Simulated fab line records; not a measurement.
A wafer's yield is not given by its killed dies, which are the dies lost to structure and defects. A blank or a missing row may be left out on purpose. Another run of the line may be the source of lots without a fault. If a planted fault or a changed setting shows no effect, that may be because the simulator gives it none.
Which tool was responsible? | flow n5 finfet | 10 lots, 30 wafers sampled, at 6 steps of a route of 1938

== WHAT THE GAUGES READ, wafer by wafer ==
N5_BEOL_M2_THK_MEAS_53: measures by xrf.
lot  | measured     | on            | M2_THK (nm)
L075 | day 7 01:35  | film metro-01 | 41.0 39.2 41.0
L079 | day 8 09:49  | film metro-01 | 42.2 40.4 40.4
L078 | day 8 15:12  | film metro-01 | 41.1 40.8 40.7
L083 | day 9 00:40  | film metro-01 | 40.9 41.2 37.9
L085 | day 9 18:20  | film metro-01 | 39.9 38.9 39.9
L087 | day 10 17:19 | film metro-01 | 40.6 39.9 40.2
L090 | day 11 06:08 | film metro-01 | 40.6 39.4 39.7
L091 | day 11 14:29 | film metro-01 | 37.7 37.9 38.2
L094 | day 12 07:19 | film metro-01 | 38.2 39.9 38.0
L097 | day 12 18:00 | film metro-02 | 41.6 40.4 40.6

== WHAT TOOL EACH LOT RAN ON (gives the tool, then ch and the chambers of the sampled wafers, and finally the start) ==
lot  | N5_BEOL_M2_STRIP_66               | N5_BEOL_M2_DESCUM_33               | N5_BEOL_M2_PRE_CLEAN_45      | N5_BEOL_M2_SPUTTER_48        | N5_BEOL_M2_SPUTTER_90
L075 | rie diel-03 ch 0,3, day 6 20:14   | rie diel-03 ch 2,3, day 6 20:58    | pvd sputter-02, day 6 22:19  | pvd sputter-02, day 6 22:56  | pvd sputter-02, day 7 00:02
L079 | rie diel-03 ch 0,2, day 7 21:02   | rie diel-04 ch 1,2,3, day 7 21:45  | pvd sputter-02, day 8 06:44  | pvd sputter-03, day 8 07:16  | pvd sputter-03, day 8 08:22
L078 | rie diel-03 ch 0,1,2, day 8 00:13 | rie diel-04 ch 1,2,3, day 8 01:00  | pvd sputter-03, day 8 10:22  | pvd sputter-01, day 8 12:38  | pvd sputter-01, day 8 13:44
L083 | rie diel-02 ch 1,2, day 8 18:49   | rie diel-03 ch 0,1,2, day 8 19:39  | pvd sputter-02, day 8 21:01  | pvd sputter-03, day 8 21:51  | pvd sputter-03, day 8 22:57
L085 | rie diel-04 ch 0,2, day 9 07:02   | rie diel-04 ch 0,2, day 9 07:50    | pvd sputter-02, day 9 14:47  | pvd sputter-01, day 9 15:44  | pvd sputter-01, day 9 16:50
L087 | rie diel-02 ch 2,3, day 10 11:05  | rie diel-04 ch 0,1,3, day 10 11:53 | pvd sputter-03, day 10 14:01 | pvd sputter-02, day 10 14:46 | pvd sputter-02, day 10 15:52
L090 | rie diel-04 ch 1,3, day 10 20:43  | rie diel-02 ch 0,1,2, day 10 21:39 | pvd sputter-03, day 11 02:44 | pvd sputter-03, day 11 03:30 | pvd sputter-03, day 11 04:36
L091 | rie diel-02 ch 1,3, day 11 05:32  | rie diel-04 ch 1,3, day 11 06:13   | pvd sputter-01, day 11 09:08 | pvd sputter-03, day 11 11:41 | pvd sputter-03, day 11 12:47
L094 | rie diel-02 ch 1,3, day 11 21:33  | rie diel-03 ch 2,3, day 11 23:12   | pvd sputter-02, day 12 02:23 | pvd sputter-02, day 12 04:46 | pvd sputter-02, day 12 05:52
L097 | rie diel-04 ch 0,1, day 12 07:28  | rie diel-03 ch 1,2, day 12 08:09   | pvd sputter-02, day 12 13:00 | pvd sputter-01, day 12 15:27 | pvd sputter-01, day 12 16:33
- N5_BEOL_M2_STRIP_66: strips in CF4.
- N5_BEOL_M2_DESCUM_33: chemistry O2, time 7 s.
- N5_BEOL_M2_PRE_CLEAN_45: time 30 s.
- N5_BEOL_M2_SPUTTER_48: material Cu, target thk 4.5 nm, time 8.29 s.
- N5_BEOL_M2_SPUTTER_90: material Cu, target thk 4.5 nm, time 8.29 s.

== THE ANSWER, worked out from the rows above alone ==
Rule: the lots themselves supply what counts as usual. Put in order of their means at a reading, lots are off if they are a third of the lots or fewer, leave a main group of 4 or more, and stand apart from it by a gap of 3 or more times the standard deviation of the main group's means; of several such gaps the widest counts. If all means in a main group match to the digits the tables above print for the reading, that group is not used. A lot without any number at a reading at which 4 lots or more have one is off too. The other lots that the step has rows for count as sound.
Across all readings shown, no lot is off: no conclusion can be drawn from this.

== WHAT THE SIMULATOR PUT IN ==
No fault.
